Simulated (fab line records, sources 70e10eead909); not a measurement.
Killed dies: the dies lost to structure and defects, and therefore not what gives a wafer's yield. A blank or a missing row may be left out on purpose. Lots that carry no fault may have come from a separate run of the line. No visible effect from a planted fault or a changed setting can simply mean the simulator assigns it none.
Chamber matching ; flow nand_harc ; ald_metal-03 running NHARC_A_WL_FILL_ALD_02: 4 sister chambers
The step deposits TiN, target thk 2 nm, pulse time 3 s, ald cycles 100. 4 wafers are shown with their chamber, then 7 later ones without.

EACH WAFER AND ITS CHAMBER
wafer;chamber;heater_power_w (W)
L649.6;2;847
L652.3;0;1115
L652.6;3;1265
L650.5;1;1088

WAFERS WHOSE CHAMBER IS MISSING
wafer;heater_power_w (W)
L650.6;1114
L657.4;1298
L657.5;1079
L657.6;1105
L660.1;850
L660.2;1080
L660.3;1094

EACH ONE'S CHAMBER
wafer;from the rows above;in truth
L650.6;can't be placed: 0 or 1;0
L657.4;3;3
L657.5;can't be placed: 1 or 0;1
L657.6;can't be placed: 0 or 1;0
L660.1;2;2
L660.2;can't be placed: 1 or 0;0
L660.3;can't be placed: 1 or 0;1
2 of 7 placed correctly. From these rows, 5 cannot be placed; in 5 the true chamber is one of the candidates. Number placed wrongly: 0.
How it was worked out, from the rows above alone: a wafer's distance from a chamber is the root of the sum, over the readings, of the square of ((its reading less the chamber's mean) divided by the reading's scatter). The wafer belongs to the nearest chamber; if the next one is less than 2 further off, it can't be placed. The mean given for a chamber averages the wafers shown for that chamber. The scatter: root of mean squared gap, hidden wafer to nearest shown wafer, with one shown wafer a chamber.
